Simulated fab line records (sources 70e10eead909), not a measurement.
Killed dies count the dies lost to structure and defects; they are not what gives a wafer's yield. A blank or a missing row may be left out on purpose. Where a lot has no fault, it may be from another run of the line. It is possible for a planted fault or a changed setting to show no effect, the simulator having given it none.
Chamber matching    flow nandHarc    4 sister chambers for NHARC_A_CHANNEL_FILL_D1_CMP_10 on cmp-01
The step polishes, target thk 150 nm. 4 wafers are shown with their chamber, then 6 later ones without.

== WAFERS PAIRED WITH THEIR CHAMBERS ==
wafer   chamber  motorCurrentA (A)
L808.1  2        12.1
L820.6  0        10.5
L824.2  1        15.3
L824.6  3        11.2

== WAFERS WITHOUT THEIR CHAMBER ==
wafer   motorCurrentA (A)
L827.1  11.9
L827.3  11.2
L827.6  11.9
L828.2  10.7
L828.4  12.4
L828.5  10.3

== CHAMBER TAKEN BY EACH ==
wafer   from the rows above      in truth
L827.1  2                        2
L827.3  3                        3
L827.6  2                        2
L828.2  can't be placed: 0 or 3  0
L828.4  2                        2
L828.5  0                        0
5 of 6 placed correctly. Unplaceable from these rows: 1, with the true chamber sitting among the candidates in 1. Wrongly placed: 0.
How it was worked out, from the rows above alone: a wafer's distance from a chamber is the root of the sum, over the readings, of the square of ((its reading less the chamber's mean) divided by the reading's scatter). If the next closest chamber is less than 2 further off than the closest, the wafer can't be placed; otherwise it belongs to the closest. The mean given for a chamber averages the wafers shown for that chamber. The scatter: with one shown wafer a chamber, the root of the mean of the squares of how far each hidden wafer lies from its nearest shown one.
